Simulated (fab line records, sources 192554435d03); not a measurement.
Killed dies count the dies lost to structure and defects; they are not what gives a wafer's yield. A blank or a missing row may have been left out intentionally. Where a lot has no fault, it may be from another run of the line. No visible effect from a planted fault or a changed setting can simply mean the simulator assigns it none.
Code-filled problem report in 8D (eight disciplines) form + flow n5_finfet + the parts of the form that need people (team, actions taken, sign-off) are left out

## 1. THE PROBLEM
spin_speed_rpm at N5_BEOL_M4_COAT_22 reads a mean of 1450.3 rpm on 6 wafers of 2 lots; wafers without a fault read 1500.2 rpm with a standard deviation of 0.81. That puts it -62 standard deviations away from the usual mean.
The step: resist thk 30 nm.
First seen on wafer L966.1, day 10 14:33, on litho_track-04. Wafers with a number at this step in the record: 29, from 10 lots. Rule for "out", or "out of limits": more than 4 standard deviations from the usual mean. The rest of the wafers with a number are treated as sound.

## 2. WHAT IT IS AND WHAT IT IS NOT
| question                    | is                     | is not                                                                                      |
|-----------------------------|------------------------|---------------------------------------------------------------------------------------------|
| which readings at this step | spin_speed_rpm         | -                                                                                           |
| which lots                  | L966, L969             | L957, L959, L961, L974, L976, L977, L978, L979                                              |
| which wafers of those lots  | all that have a number | -                                                                                           |
| read on which tools         | litho_track-04         | litho_track-01, litho_track-05                                                              |
| when                        | from day 10 14:33      | up to then (9 sound wafers); but 14 sound wafers of L974, L976, L977, L978, L979 came after |

## 3. WHAT RULES OUT EACH SUSPECT
Counting: any tool at a process step up to the reading is kept as a suspect provided that every lot that is out went through it and no sound lot did after the first of them.
- litho_track-04 at N5_BEOL_M4_COAT_22 (resist thk 30 nm): kept. Every lot that is out went through it, starting with L966 (day 10 14:33), and after that it ran no sound lot; the last sound lot it ran before then is L961 (day 9 13:51). Its own spin_speed_rpm readings are out on those wafers.
After counting, what remains is litho_track-04 at N5_BEOL_M4_COAT_22.

## 4. THE CAUSE (what the simulator had put in)
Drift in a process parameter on litho_track-04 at N5_BEOL_M4_COAT_22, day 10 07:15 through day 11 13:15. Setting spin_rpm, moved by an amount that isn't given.
The count eliminated every tool but this one.

## 5. THE CHAIN OF EFFECTS, in route order
Each row: a reading where the mean over the struck wafers with a number is more than 3 standard deviations away from the usual. Only readings whose record carries a usual standard deviation are examined. hours: median over the lots of the time between each lot's start at the first step of this table that gives one and its start at this step. sigmas: the change, counted in usual standard deviations.
| hours | step               | reading        | usual      | on struck wafers | change | sigmas |
|-------|--------------------|----------------|------------|------------------|--------|--------|
| 0     | N5_BEOL_M4_COAT_22 | spin_speed_rpm | 1500.2 rpm | 1450.3           | -49.9  | -62    |
The process steps in it:
- N5_BEOL_M4_COAT_22: resist thk 30 nm.
Later measuring or inspecting steps at which every struck wafer that the step has a row for has a number for every such reading, and none has moved that far: N5_BEOL_M4_CD_MEAS_28, N5_BEOL_M4_RC_MEAS_101.

## 6. HOW IT WOULD HAVE BEEN CAUGHT EARLIER
In this record no reading fell out of limits until day 10 14:33, 7 hours after the fault had begun at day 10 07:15.
